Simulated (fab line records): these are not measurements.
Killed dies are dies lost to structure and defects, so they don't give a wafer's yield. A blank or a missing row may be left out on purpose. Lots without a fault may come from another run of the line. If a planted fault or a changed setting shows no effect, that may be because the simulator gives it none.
Which tool did it? :: flow n5_finfet :: 10 lots, 30 wafers sampled, at 5 steps of a route of 1938

WHAT THE GAUGES SHOWED, per wafer
N5_BEOL_M4_RC_MEAS_101.
lot: L263
measured: day 10 06:00
on: prober-02
DIBL_N (mV/V): 34.5 35.7 35.5

lot: L266
measured: day 10 07:53
on: prober-01
DIBL_N (mV/V): 33.9 35.9 34.0

lot: L268
measured: day 10 18:31
on: prober-02
DIBL_N (mV/V): 37.4 37.6 37.8

lot: L269
measured: day 11 01:58
on: prober-01
DIBL_N (mV/V): 36.7 38.2 35.7

lot: L270
measured: day 11 09:09
on: prober-01
DIBL_N (mV/V): 36.8 36.9 35.2

lot: L276
measured: day 12 16:17
on: prober-01
DIBL_N (mV/V): 36.2 37.6 37.3

lot: L277
measured: day 13 01:37
on: prober-01
DIBL_N (mV/V): 37.7 37.9 38.8

lot: L278
measured: day 13 13:28
on: prober-01
DIBL_N (mV/V): 37.7 36.4 38.5

lot: L280
measured: day 13 23:07
on: prober-02
DIBL_N (mV/V): 34.7 34.6 33.9

lot: L283
measured: day 14 15:42
on: prober-02
DIBL_N (mV/V): 37.2 36.8 35.9

WHICH TOOL RAN EACH LOT (tool, then ch and the chambers of the sampled wafers, then the start)
lot: L263
N5_MOL_CONTACT_COAG_ALD_20: ald_metal-02 ch 1,2,3, day 5 05:07
N5_MOL_CONTACT_COAG_SIL_ANNEAL_21: rtp_anneal-02 ch 0, day 5 05:29
N5_MOL_CONTACT_COAG_PRE_CLEAN_141: pvd_sputter-03, day 5 06:07
N5_MOL_CONTACT_COAG_ANNEAL_113: rtp_anneal-02 ch 0, day 5 06:55

lot: L266
N5_MOL_CONTACT_COAG_ALD_20: ald_metal-04 ch 0,1,3, day 6 00:05
N5_MOL_CONTACT_COAG_SIL_ANNEAL_21: rtp_anneal-02 ch 0, day 6 00:27
N5_MOL_CONTACT_COAG_PRE_CLEAN_141: pvd_sputter-01, day 6 00:41
N5_MOL_CONTACT_COAG_ANNEAL_113: rtp_anneal-01 ch 0, day 6 01:46

lot: L268
N5_MOL_CONTACT_COAG_ALD_20: ald_metal-04 ch 0,1,3, day 6 11:35
N5_MOL_CONTACT_COAG_SIL_ANNEAL_21: rtp_anneal-01 ch 0, day 6 12:02
N5_MOL_CONTACT_COAG_PRE_CLEAN_141: pvd_sputter-03, day 6 13:26
N5_MOL_CONTACT_COAG_ANNEAL_113: rtp_anneal-01 ch 0, day 6 14:40

lot: L269
N5_MOL_CONTACT_COAG_ALD_20: ald_metal-04 ch 0,3, day 6 18:05
N5_MOL_CONTACT_COAG_SIL_ANNEAL_21: rtp_anneal-01 ch 0, day 6 18:27
N5_MOL_CONTACT_COAG_PRE_CLEAN_141: pvd_sputter-01, day 6 19:02
N5_MOL_CONTACT_COAG_ANNEAL_113: rtp_anneal-01 ch 0, day 6 19:50

lot: L270
N5_MOL_CONTACT_COAG_ALD_20: ald_metal-04 ch 1,3, day 6 21:27
N5_MOL_CONTACT_COAG_SIL_ANNEAL_21: rtp_anneal-02 ch 0, day 6 21:53
N5_MOL_CONTACT_COAG_PRE_CLEAN_141: pvd_sputter-03, day 6 22:20
N5_MOL_CONTACT_COAG_ANNEAL_113: rtp_anneal-02 ch 0, day 6 23:25

lot: L276
N5_MOL_CONTACT_COAG_ALD_20: ald_metal-04 ch 1,2,3, day 8 12:04
N5_MOL_CONTACT_COAG_SIL_ANNEAL_21: rtp_anneal-02 ch 0, day 8 12:29
N5_MOL_CONTACT_COAG_PRE_CLEAN_141: pvd_sputter-01, day 8 13:47
N5_MOL_CONTACT_COAG_ANNEAL_113: rtp_anneal-02 ch 0, day 8 14:44

lot: L277
N5_MOL_CONTACT_COAG_ALD_20: ald_metal-04 ch 1,2,3, day 8 17:15
N5_MOL_CONTACT_COAG_SIL_ANNEAL_21: rtp_anneal-02 ch 0, day 8 17:37
N5_MOL_CONTACT_COAG_PRE_CLEAN_141: pvd_sputter-03, day 8 20:09
N5_MOL_CONTACT_COAG_ANNEAL_113: rtp_anneal-01 ch 0, day 8 20:57

lot: L278
N5_MOL_CONTACT_COAG_ALD_20: ald_metal-04 ch 0,3, day 9 02:20
N5_MOL_CONTACT_COAG_SIL_ANNEAL_21: rtp_anneal-02 ch 0, day 9 02:44
N5_MOL_CONTACT_COAG_PRE_CLEAN_141: pvd_sputter-01, day 9 05:01
N5_MOL_CONTACT_COAG_ANNEAL_113: rtp_anneal-02 ch 0, day 9 06:08

lot: L280
N5_MOL_CONTACT_COAG_ALD_20: ald_metal-04 ch 0,2, day 9 12:01
N5_MOL_CONTACT_COAG_SIL_ANNEAL_21: rtp_anneal-02 ch 0, day 9 12:25
N5_MOL_CONTACT_COAG_PRE_CLEAN_141: pvd_sputter-02, day 9 13:23
N5_MOL_CONTACT_COAG_ANNEAL_113: rtp_anneal-01 ch 0, day 9 14:20

lot: L283
N5_MOL_CONTACT_COAG_ALD_20: ald_metal-04 ch 1,2,3, day 10 09:17
N5_MOL_CONTACT_COAG_SIL_ANNEAL_21: rtp_anneal-01 ch 0, day 10 09:40
N5_MOL_CONTACT_COAG_PRE_CLEAN_141: pvd_sputter-01, day 10 10:05
N5_MOL_CONTACT_COAG_ANNEAL_113: rtp_anneal-02 ch 0, day 10 11:03
- N5_MOL_CONTACT_COAG_ALD_20: deposits TiN, target thk 1.5 nm, pulse time 1 s, purge time 3 s.
- N5_MOL_CONTACT_COAG_SIL_ANNEAL_21: time 60 s.
- N5_MOL_CONTACT_COAG_PRE_CLEAN_141: time 60 s.
- N5_MOL_CONTACT_COAG_ANNEAL_113: time 300 s.

THE ANSWER, worked out from the rows above alone
Rule: what is usual is taken from the lots themselves. The widest of any qualifying gaps counts: lots, ordered by their means at a reading, are off when they make up no more than a third of the lots, leave a main group of 4 or more, and stand apart from it by 3 or more times the standard deviation of that group's means. Not used: any main group whose means are identical at the precision the tables above print for the reading. Also off: a lot with no number at a reading for which 4 or more lots have one. Where the step has rows for the other lots, those lots are counted as sound.
Nothing can be told from this: no lot is off at any reading shown.

WHAT THE SIMULATOR HAD PUT IN
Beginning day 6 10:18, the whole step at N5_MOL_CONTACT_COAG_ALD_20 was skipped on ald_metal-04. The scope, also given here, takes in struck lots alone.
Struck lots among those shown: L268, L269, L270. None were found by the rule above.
